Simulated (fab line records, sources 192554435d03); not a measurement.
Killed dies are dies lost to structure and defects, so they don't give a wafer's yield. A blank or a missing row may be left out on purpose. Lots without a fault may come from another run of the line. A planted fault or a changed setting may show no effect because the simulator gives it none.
Chamber matching | flow n5_finfet | N5_BEOL_M7_ALD_77 on ald_metal-01: 4 sister chambers
The step deposits TaN, target thk 2 nm, pulse time 2 s, purge time 3 s. 16 wafers are shown with their chamber, then 8 later ones without.

WAFERS WITH THEIR CHAMBER
wafer  | chamber | heater_power_outer_w (W) | heater_power_w (W)
L076.2 | 0       | 187                      | 348
L076.4 | 1       | 217                      | 424
L076.6 | 3       | 229                      | 420
L078.3 | 0       | 183                      | 347
L078.4 | 2       | 244                      | 408
L078.5 | 1       | 224                      | 425
L082.1 | 1       | 218                      | 423
L082.3 | 3       | 222                      | 415
L082.6 | 1       | 224                      | 417
L085.1 | 1       | 221                      | 424
L085.4 | 3       | 230                      | 427
L085.5 | 1       | 220                      | 419
L087.3 | 2       | 246                      | 415
L087.4 | 3       | 232                      | 425
L087.6 | 0       | 186                      | 349
L089.1 | 1       | 220                      | 413

SIGNATURES (means of the wafers above)
reading              | chamber 0 | chamber 1 | chamber 2 | chamber 3 | scatter within a chamber
heater_power_outer_w | 185.33    | 220.57    | 245.00    | 228.25    | 3.04
heater_power_w       | 348.00    | 420.71    | 411.50    | 421.75    | 4.42
Rule: a wafer's distance from a chamber is the root of the sum, over the readings, of the square of ((its reading less the chamber's mean) divided by the reading's scatter). The wafer belongs to the nearest chamber; if the next one is less than 2 further off, it can't be placed. The scatter: the root of (the sum of the squares of (reading less its chamber's mean) over the shown wafers, divided by (wafers less chambers)).

WAFERS WITHOUT THEIR CHAMBER
wafer  | heater_power_outer_w (W) | heater_power_w (W)
L089.2 | 253                      | 418
L089.4 | 186                      | 347
L092.3 | 251                      | 424
L092.5 | 248                      | 427
L092.6 | 215                      | 418
L095.2 | 254                      | 429
L095.4 | 179                      | 358
L095.6 | 221                      | 417

WHICH CHAMBER EACH WENT THROUGH
wafer  | from the rows above     | in truth
L089.2 | 2                       | 2
L089.4 | 0                       | 0
L092.3 | 2                       | 2
L092.5 | 2                       | 2
L092.6 | 1                       | 1
L095.2 | 2                       | 2
L095.4 | 0                       | 0
L095.6 | can't be placed: 1 or 3 | 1
Placed correctly: 7 of 8. Can't be placed from these rows: 1 (the true chamber is among the candidates in 1). Placed wrongly: 0.
